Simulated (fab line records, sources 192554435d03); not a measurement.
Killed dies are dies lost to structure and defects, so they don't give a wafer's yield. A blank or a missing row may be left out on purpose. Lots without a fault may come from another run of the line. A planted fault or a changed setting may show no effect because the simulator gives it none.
fab line records | flow n5_finfet
record lots=9 wafers=26 last_day=18
route steps=1938 shown STI_FIN_REVEAL@204 DUMMY_GATE@235 BEOL_M4@1111 PASSIVATION@1936
lots that met no fault: from a run of the same line without faults
start_h: hours from the record's first day to the start of the lot's first wafer shown | wait_h: hours since the lot's step before | " the same as in the row above | L1.1+2: a row that stands for several wafers | - no value, or no start given | * or withheld: withheld | < > ~ a bound
route shown NAME@n: a module of which the file shows steps, and the number in the route of the first | usual: mean/standard deviation of fault-free wafers | same: alike in all rows | chamber/n: place in a boat | sites: the reading at each site | _std_site: their standard deviation | _edge_site: outer sites' mean less inner sites' | radius_mm: how far each site lies from the wafer's centre | mask NAME#n: copy n | behind: the tool/chamber that last shaped the wafer | hold: why the lot was held/for how many hours/how that ended | device: the transistor (n, p or np) that didn't switch | end of line: the same wafers' tests at the end of the route | a step without rows: its recipe alone | killed: dies lost to structure and defects at the first sort, not the wafer's yield | map: a wafer's dies, x killed, . not, _ none there
set.NAME: the setting as run; set.NAME@STEP: as run at that earlier step | model.NAME: the simulator's own value behind a step, which no gauge read
steps of the route over a sample of lots; a table a step, a row a wafer
services: from which hour (start_h, from the record's first day; less than 0 if before it) a tool's chamber was out of use, for how many hours, and why
## steps
# step N5_STI_FIN_REVEAL_OXIDATION_33
# recipe chemistry=O2_PLASMA_REMOTE temp_c=150 time_s=20 pressure_mtorr=1000 source_power_w=2000 o2_flow_sccm=3000
# usual drypump_motor_current_A=5.8/0.33 heater_power_w=152/15 temp_c_max=150.74/0.23
# columns lot.wafer tool chamber start_h wait_h drypump_motor_current_A heater_power_w rf_hours_counter_h temp_c_max
L250.2 plasma_asher-01 0 43.20 0.0 5.4 128 84 150.52
L250.3 " 1 " " 6.2 166 - 150.71
L250.5 " 0 " " 5.4 126 - 151.08
L255.2 plasma_asher-02 0 72.48 0.0 5.5 160 34 150.56
L255.4 " 0 " " 5.5 157 - 150.67
L255.5 " 0 " " 5.5 154 - 150.73
L257.1 plasma_asher-01 1 85.92 0.0 6.1 166 93 151.03
L257.2 " 0 " " 5.3 131 93 151.08
L257.6 " 1 " " 6.1 168 - 150.81
L259.2 plasma_asher-02 0 97.56 0.0 5.5 161 40 150.67
L259.4 " 0 " " 5.5 157 - 150.92
L259.6 " 1 " " 6.0 157 - 150.53
L264.4 plasma_asher-02 0 126.76 0.0 5.5 164 - 150.68
L264.5 " 0 " " 5.5 162 - 150.76
L264.6 " 1 " " 6.0 157 - 150.73
L269.2 plasma_asher-02 0 159.39 0.0 5.5 159 51 150.91
L269.3 " 1 " " 6.0 158 - 150.43
L269.6 " 1 " " 6.0 161 - 150.35
L270.2 plasma_asher-02 0 165.11 0.0 5.5 161 51 150.65
L270.4 " 0 " " 5.5 159 - 150.89
L270.5 " 1 " " 5.9 164 - 150.45
L271.4 plasma_asher-01 0 170.03 0.0 5.4 129 - 150.72
L271.6 " 0 " " 5.4 128 - 150.76
L272.2 plasma_asher-01 0 175.39 0.0 5.4 130 111 150.60
L272.3 " 1 " " 6.1 164 - 151.03
L272.5 " 1 " " 6.1 164 - 150.67
# step N5_DUMMY_GATE_ETCH_29
# recipe chemistry=N2/H2 target=underlayer target_depth_a=130 ion_energy_ev=200 pressure_mtorr=30 source_w=840 bias_w=150 n2_flow_sccm=200 h2_flow_sccm=200
# usual drypump_motor_current_A=5.7/0.39 oes_product_au=0.78/0.077 rf_vpp_V=523.6/2.6 showerhead_plenum_p_Torr=2.54/0.088 throttle_valve_pct=17.92/0.2
# columns lot.wafer tool chamber start_h wait_h drypump_motor_current_A oes_product_au rf_hours_counter_h rf_vpp_V showerhead_plenum_p_Torr throttle_valve_pct
L250.2 rie_diel-04 0 52.35 0.0 6.4 0.82 79 520.0 2.36 17.87
L250.3 " 3 " " 6.1 0.72 234 521.2 2.50 18.04
L250.5 " 1 " " 6.2 0.86 - 525.2 2.58 17.77
L255.2 rie_diel-02 0 82.50 0.0 5.0 0.80 116 517.7 2.37 18.00
L255.4 " 3 " " 5.5 0.76 - 523.1 2.55 17.80
L255.5 " 0 " " 5.0 0.82 - 518.5 2.37 17.99
L257.1 rie_diel-02 0 96.54 0.0 5.0 0.81 124 517.9 2.37 18.03
L257.2 " 2 " " 5.8 0.70 199 524.0 2.53 17.87
L257.6 " 0 " " 5.0 0.81 - 518.9 2.37 18.01
L259.2 rie_diel-04 0 109.92 0.0 6.4 0.81 88 520.1 2.35 17.88
L259.4 " 1 " " 6.2 0.85 73 525.2 2.58 17.79
L259.6 " 2 " " 5.5 0.66 - 524.7 2.60 18.04
L264.4 rie_diel-03 0 136.10 0.0 5.4 0.74 170 523.9 2.53 18.32
L264.5 " 3 " " 6.3 0.84 - 527.4 2.68 17.80
L264.6 " 2 " " 5.7 0.88 - 524.7 2.59 17.84
L269.2 rie_diel-02 1 168.43 0.0 5.2 0.91 21 522.6 2.49 17.60
L269.3 " 3 " " 5.4 0.73 157 523.5 2.53 17.82
L269.6 " 3 " " 5.4 0.73 - 522.6 2.53 17.83
L270.2 rie_diel-04 3 176.53 0.0 6.0 0.98 5 522.6 2.49 17.65
L270.4 " 3 " " 6.0 0.98 - 523.8 2.50 17.64
L270.5 " 1 " " 6.2 0.81 - 523.6 2.57 17.82
L271.4 rie_diel-02 1 183.42 0.0 5.2 0.90 26 522.4 2.49 17.60
L271.6 " 1 " " 5.2 0.90 - 520.8 2.49 17.61
L272.2 rie_diel-02 3 184.74 0.0 5.5 0.73 162 522.9 2.53 17.85
L272.3 " 2 " " 5.8 0.69 226 522.4 2.52 17.92
L272.5 " 1 " " 5.2 0.90 - 522.7 2.49 17.57
# step N5_DUMMY_GATE_TRIM_49
# recipe chemistry=O2 resist=SOC time_s=29 target_cd_nm=14 source_power_w=300 bias_power_w=0 O2_flow_sccm=100 temp_c=20
# usual drypump_motor_current_A=5.9/0.41 oes_product_au=0.993/0.021 throttle_valve_pct=8.12/0.14
# columns lot.wafer tool chamber start_h wait_h drypump_motor_current_A oes_product_au rf_hours_counter_h throttle_valve_pct
L250.2 rie_si-01 1 52.51 0.0 5.4 1.008 56 8.22
L250.3 " 2 " " 6.2 0.986 195 8.41
L250.5 " 2 " " 6.1 0.989 - 8.41
L255.2 rie_si-04 2 82.66 0.0 5.9 0.982 3 8.12
L255.4 " 1 " " 6.5 1.006 48 8.00
L255.5 " 0 " " 5.8 0.973 - 8.22
L257.1 rie_si-04 2 96.70 0.0 5.9 0.736 3 8.11
L257.2 " 3 " " 5.9 0.737 6 7.83
L257.6 " 3 " " 6.0 0.730 - 7.85
L259.2 rie_si-04 3 110.08 0.0 5.9 0.739 6 7.84
L259.4 " 2 " " 5.9 0.744 3 8.13
L259.6 " 1 " " 6.5 0.754 - 8.01
L264.4 rie_si-01 1 136.30 0.1 5.3 1.012 - 8.20
L264.5 " 3 " " 6.5 0.966 - 8.12
L264.6 " 0 " " 5.4 1.025 - 8.15
L269.2 rie_si-04 1 168.59 0.0 6.5 1.008 49 8.00
L269.3 " 0 " " 5.8 0.974 154 8.25
L269.6 " 0 " " 5.8 0.961 - 8.24
L270.2 rie_si-04 3 176.69 0.0 5.9 0.986 7 7.86
L270.4 " 1 " " 6.5 0.999 49 8.00
L270.5 " 2 " " 5.9 0.988 - 8.11
L271.4 rie_si-02 3 183.58 0.0 6.1 1.016 105 8.11
L271.6 " 2 " " 5.2 0.977 - 8.33
L272.2 rie_si-04 0 184.90 0.0 5.8 0.967 154 8.25
L272.3 " 1 " " 6.5 1.000 50 8.00
L272.5 " 2 " " 5.9 0.985 - 8.13
# step N5_DUMMY_GATE_CD_MEAS_50
# recipe target_cd_nm=14
# usual cd_nm=14.0/0.37
# columns lot.wafer tool chamber start_h wait_h cd_nm
L250.2 cd_sem-03 - 52.66 0.0 14.3
L250.3 " - " " 14.8
L250.5 " - " " 13.9
L255.2 cd_sem-01 - 83.03 0.0 13.8
L255.4 " - " " 13.9
L255.5 " - " " 13.7
L257.1 cd_sem-02 - 96.85 0.0 17.3
L257.2 " - " " 17.3
L257.6 " - " " 17.5
L259.2 cd_sem-01 - 110.23 0.0 17.7
L259.4 " - " " 17.4
L259.6 " - " " 17.8
L264.4 cd_sem-02 - 136.42 0.0 14.1
L264.5 " - " " 14.1
L264.6 " - " " 14.3
L269.2 cd_sem-03 - 168.76 0.0 13.8
L269.3 " - " " 13.6
L269.6 " - " " 14.1
L270.2 cd_sem-02 - 176.84 0.0 13.3
L270.4 " - " " 14.1
L270.5 " - " " 14.0
L271.4 cd_sem-02 - 183.77 0.0 13.4
L271.6 " - " " 13.5
L272.2 cd_sem-01 - 185.07 0.0 13.7
L272.3 " - " " 14.4
L272.5 " - " " 13.7
# step N5_DUMMY_GATE_ETCH_32
# recipe chemistry=CF4 target=SiO2 target_depth_a=35 time_s=3.9 ion_energy_ev=350 pressure_mtorr=10 icp_w=800 bias_w=400 cf4_flow_sccm=80
# usual drypump_motor_current_A=5.9/0.41 oes_product_au=0.999/0.023 throttle_valve_pct=21.72/0.16
# columns lot.wafer tool chamber start_h wait_h drypump_motor_current_A oes_product_au rf_hours_counter_h throttle_valve_pct
L250.2 rie_si-04 2 52.95 0.1 5.9 0.995 2 21.94
L250.3 " 3 " " 5.9 0.997 5 21.38
L250.5 " 2 " " 5.9 0.990 - 21.94
L255.2 rie_si-02 3 83.33 0.1 6.1 1.017 104 21.67
L255.4 " 1 " " 6.1 0.992 20 21.57
L255.5 " 1 " " 6.1 0.979 - 21.56
L257.1 rie_si-01 1 97.16 0.1 5.3 0.992 57 21.68
L257.2 " 0 " " 5.4 1.026 38 21.74
L257.6 " 0 " " 5.4 1.028 - 21.70
L259.2 rie_si-02 1 110.53 0.1 6.2 0.992 21 21.58
L259.4 " 3 " " 6.1 1.029 104 21.66
L259.6 " 1 " " 6.2 0.999 - 21.56
L264.4 rie_si-02 0 136.84 0.1 6.0 1.034 19 21.73
L264.5 " 3 " " 6.1 1.030 - 21.66
L264.6 " 0 " " 5.9 1.029 - 21.73
L269.2 rie_si-01 1 169.06 0.1 5.3 0.994 58 21.72
L269.3 " 0 " " 5.4 1.032 40 21.73
L269.6 " 2 " " 6.2 1.013 - 21.83
L270.2 rie_si-02 3 177.13 0.1 6.1 1.038 105 21.66
L270.4 " 1 " " 6.1 0.997 22 21.58
L270.5 " 3 " " 6.1 1.037 - 21.67
L271.4 rie_si-04 2 184.10 0.1 5.9 0.988 5 21.95
L271.6 " 0 " " 5.8 0.962 - 21.76
L272.2 rie_si-02 0 185.36 0.1 6.0 1.018 20 21.72
L272.3 " 2 " " 5.2 0.988 154 21.66
L272.5 " 0 " " 6.0 1.028 - 21.72
# step N5_DUMMY_GATE_CD_MEAS_24
# recipe target_cd_nm=15
# usual cd_nm=15.0/0.45
# columns lot.wafer tool chamber start_h wait_h cd_nm
L250.2 cd_sem-01 - 53.16 0.1 15.4
L250.3 " - " " 15.6
L250.5 " - " " 15.1
L255.2 cd_sem-01 - 83.53 0.1 15.0
L255.4 " - " " 14.9
L255.5 " - " " 14.8
L257.1 cd_sem-02 - 97.36 0.1 17.9
L257.2 " - " " 18.5
L257.6 " - " " 18.5
L259.2 cd_sem-02 - 110.73 0.1 17.9
L259.4 " - " " 18.5
L259.6 " - " " 18.6
L264.4 cd_sem-02 - 137.05 0.1 15.5
L264.5 " - " " 14.8
L264.6 " - " " 15.4
L269.2 cd_sem-03 - 169.26 0.1 14.8
L269.3 " - " " 14.7
L269.6 " - " " 14.8
L270.2 cd_sem-03 - 177.34 0.1 14.1
L270.4 " - " " 14.5
L270.5 " - " " 15.3
L271.4 cd_sem-02 - 184.31 0.1 13.8
L271.6 " - " " 14.7
L272.2 cd_sem-01 - 185.56 0.1 14.7
L272.3 " - " " 15.2
L272.5 " - " " 14.6
# step N5_BEOL_M4_RC_MEAS_101
# usual DIBL_N=36.0/1.7 DIBL_P=36.2/2.3 IOFF_N=0.16/0.03 IOFF_P=0.21/0.036 ION_N=679/11 ION_P=465/7.1 SS_N=71.4/0.58 SS_P=73.3/0.75 VT_N=249/3.1 VT_P=-251/3.5
# columns lot.wafer tool chamber start_h wait_h DIBL_N[mV/V] DIBL_P[mV/V] IOFF_N[nA/um] IOFF_P[nA/um] ION_N[uA/um] ION_P[uA/um] SS_N[mV/dec] SS_P[mV/dec] VT_N[mV] VT_P[mV]
L250.2 prober-01 0 189.24 0.2 33.9 33.3 0.14 0.19 673 461 71.0 73.1 248 -250
L250.3 " 0 " " 32.7 31.5 0.12 0.17 665 459 70.9 72.2 252 -253
L250.5 " 0 " " 35.4 35.5 0.15 0.21 683 467 70.4 72.8 249 -249
L255.2 prober-02 0 207.27 0.5 36.0 36.1 0.16 0.22 680 466 71.1 73.6 250 -249
L255.4 " 0 " " 36.5 37.2 0.17 0.23 685 469 71.6 73.7 247 -246
L255.5 " 0 " " 37.4 38.2 0.18 0.25 682 469 72.0 74.6 248 -248
L264.4 prober-01 0 259.43 0.5 33.6 34.0 0.16 0.19 687 461 71.4 73.0 249 -254
L264.5 " 0 " " 35.7 35.9 0.18 0.20 697 464 71.6 73.0 247 -250
L264.6 " 0 " " 35.5 35.8 0.18 0.21 695 463 71.7 73.6 246 -250
L269.2 prober-02 0 306.69 0.2 36.4 37.7 0.16 0.22 681 469 71.8 73.6 249 -251
L269.3 " 0 " " 37.2 38.2 0.18 0.23 680 464 71.8 74.4 249 -252
L269.6 " 0 " " 38.1 39.5 0.20 0.25 699 476 71.8 74.7 245 -249
L270.2 prober-01 0 313.77 0.2 37.9 36.6 0.17 0.21 691 463 71.6 73.4 248 -250
L270.4 " 0 " " 38.5 37.6 0.20 0.24 696 469 71.7 74.8 245 -247
L270.5 " 0 " " 37.8 37.1 0.19 0.22 703 470 71.1 73.7 245 -249
L272.2 prober-01 0 316.38 0.2 37.0 37.6 0.16 0.22 687 469 71.7 73.4 250 -251
L272.3 " 0 " " 36.6 37.2 0.17 0.22 683 462 71.3 73.8 247 -252
L272.5 " 0 " " 38.6 39.7 0.20 0.27 688 470 72.0 74.9 245 -249
L271.4 prober-02 0 321.31 0.5 40.8 43.6 0.28 0.32 701 481 72.3 74.5 241 -247
L271.6 " 0 " " 36.5 37.9 0.16 0.22 672 462 72.2 72.9 253 -250
# step N5_PASSIVATION_PROBE_49
# usual killed_at_M0_to_M3=31/11 killed_at_M4_up=14/5.1 killed_at_contacts=12/5.6 killed_at_front_end=42/12 killed_at_other=3.8/2.9 killed_dies=103/18 killed_on_rim=14/4.5 killed_open=67/14 killed_short=33/8
# same gross_dies=1180 killed_at_back_side=0
# columns lot.wafer tool chamber start_h wait_h killed_at_M0_to_M3 killed_at_M4_up killed_at_contacts killed_at_front_end killed_at_other killed_dies killed_on_rim killed_open killed_short
L257.1 prober-01 - 326.26 0.0 34 20 15 987 7 1063 131 65 42
L257.2 prober-01 - 326.31 0.1 40 22 11 1006 1 1080 142 82 41
L257.6 prober-01 - 326.51 0.3 29 13 10 1107 1 1160 149 63 34
L259.2 prober-02 - 367.96 0.1 23 11 14 1020 2 1070 144 71 31
L259.4 prober-02 - 368.06 0.2 19 13 15 1040 0 1087 132 67 29
L259.6 prober-02 - 368.16 0.3 42 10 7 1099 2 1160 143 74 19
L271.4 prober-01 - 422.65 0.2 31 13 13 39 3 99 14 75 22
L271.6 prober-01 - 422.75 0.3 40 12 10 20 3 85 13 62 22
# killed by level:class
L257.1 DUMMY_GATE:area_trim=956 MOL_CONTACT_COAG:geometric_particle:open=14 BEOL_M0_SAQP:geometric_particle:short=14 BEOL_M3:geometric_particle:open=7 BEOL_M0_SAQP:geometric_particle:open=6 FIN_SAQP:geometric_particle:short=5 FIN_SAQP:geometric_particle:open=5 STI_FIN_REVEAL:geometric_particle:open=5
L257.2 DUMMY_GATE:area_trim=957 BEOL_M0_SAQP:geometric_particle:short=14 STI_FIN_REVEAL:geometric_particle:open=13 BEOL_M0_SAQP:geometric_particle:open=11 MOL_CONTACT_COAG:geometric_particle:open=8 BEOL_M4:geometric_particle:open=7 BEOL_M5:geometric_particle:open=7 BEOL_M3:geometric_particle:open=6
L257.6 DUMMY_GATE:area_trim=1063 STI_FIN_REVEAL:geometric_particle:open=10 MOL_CONTACT_COAG:geometric_particle:open=8 BEOL_M4:geometric_particle:open=8 BEOL_M0_SAQP:geometric_particle:open=7 FIN_SAQP:geometric_particle:open=6 FIN_SAQP:geometric_particle:short=6 GATE_CUT:geometric_particle:short=6
L259.2 DUMMY_GATE:area_trim=967 FIN_SAQP:geometric_particle:open=22 MOL_CONTACT_COAG:geometric_particle:open=10 FIN_SAQP:geometric_particle:short=8 DUMMY_GATE:geometric_particle:open=5 STARTING-WAFER:geometric_particle:open=5 BEOL_M0_SAQP:geometric_particle:open=4 MOL_CONTACT_COAG:geometric_particle:short=4
L259.4 DUMMY_GATE:area_trim=991 FIN_SAQP:geometric_particle:open=13 MOL_CONTACT_COAG:geometric_particle:open=11 BEOL_M1:geometric_particle:open=8 DUMMY_GATE:geometric_particle:open=7 STARTING-WAFER:geometric_particle:short=6 FIN_SAQP:geometric_particle:short=4 GATE_CUT:geometric_particle:short=4
L259.6 DUMMY_GATE:area_trim=1067 BEOL_M0:geometric_particle:open=10 FIN_SAQP:geometric_particle:open=9 BEOL_M0_SAQP:geometric_particle:open=9 FIN_SAQP:geometric_particle:short=8 BEOL_M0_SAQP:geometric_particle:short=7 MOL_CONTACT_COAG:geometric_particle:open=6 BEOL_M3:geometric_particle:open=6
L271.4 FIN_SAQP:geometric_particle:open=15 MOL_CONTACT_COAG:geometric_particle:open=11 STI_FIN_REVEAL:geometric_particle:open=7 BEOL_M2:geometric_particle:open=6 BEOL_M0:geometric_particle:open=6 BEOL_M1:geometric_particle:open=6 FIN_SAQP:geometric_particle:short=5 BEOL_M3:geometric_particle:open=4
L271.6 MOL_CONTACT_COAG:geometric_particle:open=9 BEOL_M1:geometric_particle:open=9 BEOL_M0_SAQP:geometric_particle:short=7 BEOL_M0_SAQP:geometric_particle:open=7 BEOL_M3:geometric_particle:open=7 BEOL_M4:geometric_particle:open=5 FIN_SAQP:geometric_particle:open=4 BEOL_M3:geometric_particle:short=4
## services
# columns tool chamber start_h hours kind
rie_si-02 1 27.49 3.1 repair
rie_diel-02 3 27.58 6.2 repair
rie_diel-03 2 32.31 2.2 repair
plasma_asher-01 - 32.92 4.2 repair
rie_si-04 - 46.61 1.2 repair
rie_diel-04 - 69.57 28.1 pm
rie_diel-02 1 73.75 - clean
rie_diel-02 1 73.75 - consumable_replace:focus_ring
rie_diel-02 1 73.75 19.5 scheduled_down
rie_diel-02 1 73.75 19.5 vent_cycle
plasma_asher-02 - 76.29 0.6 repair
rie_diel-02 - 102.59 2.8 pm
rie_si-01 1 123.29 8.5 repair
rie_si-01 2 131.82 - clean
rie_si-01 2 131.82 13.2 scheduled_down
rie_si-01 2 131.82 13.2 vent_cycle
rie_diel-04 3 136.92 - clean
rie_diel-04 3 136.92 - consumable_replace:focus_ring
rie_diel-04 3 136.92 28.0 scheduled_down
rie_diel-04 3 136.92 28.0 vent_cycle
rie_diel-03 1 144.94 3.3 repair
rie_diel-04 2 165.08 - clean
rie_diel-04 2 165.08 - consumable_replace:focus_ring
rie_si-04 - 181.82 0.2 repair
## key
first_sign step=N5_DUMMY_GATE_TRIM_49 reading=oes_product_au direction=down sigmas=12 usual=0.993 struck=0.740
effect step=N5_DUMMY_GATE_CD_MEAS_50 reading=cd_nm direction=up sigmas=9.4 usual=14.0 struck=17.5
effect step=N5_DUMMY_GATE_CD_MEAS_24 reading=cd_nm direction=up sigmas=7.3 usual=15.0 struck=18.3
effect step=N5_PASSIVATION_PROBE_49 reading=killed_at_front_end direction=up sigmas=81 usual=42 struck=1043
more_kills_born_at N5_DUMMY_GATE_TRIM_49@rie_si-04=6001
met_at N5_DUMMY_GATE_TRIM_49
struck_lots L257,L259
later_rows_left_out L257.1,L257.2,L257.6,L259.2,L259.4,L259.6
tester_left_out L257,L259
not_acting_at N5_STI_FIN_REVEAL_OXIDATION_33,N5_DUMMY_GATE_ETCH_29,N5_DUMMY_GATE_ETCH_32
onset_between 82.66 96.70
fault kind=process_parameter_drift tool=rie_si-04 chamber=- onset_h=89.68 steps=N5_DUMMY_GATE_TRIM_49 channel=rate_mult offset=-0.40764 shape=step end_h=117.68
# tester_left_out: of these lots the tester's yield and bins aren't shown, on N5 and GAA mostly nor the transistor test; their killed dies are dies lost to structure and defects alone, not to doping, threshold or leakage, so they don't give the yield
# later_rows_left_out: the simulator's readings of these wafers behind a module that went badly wrong aren't trusted and aren't shown, but for the sort
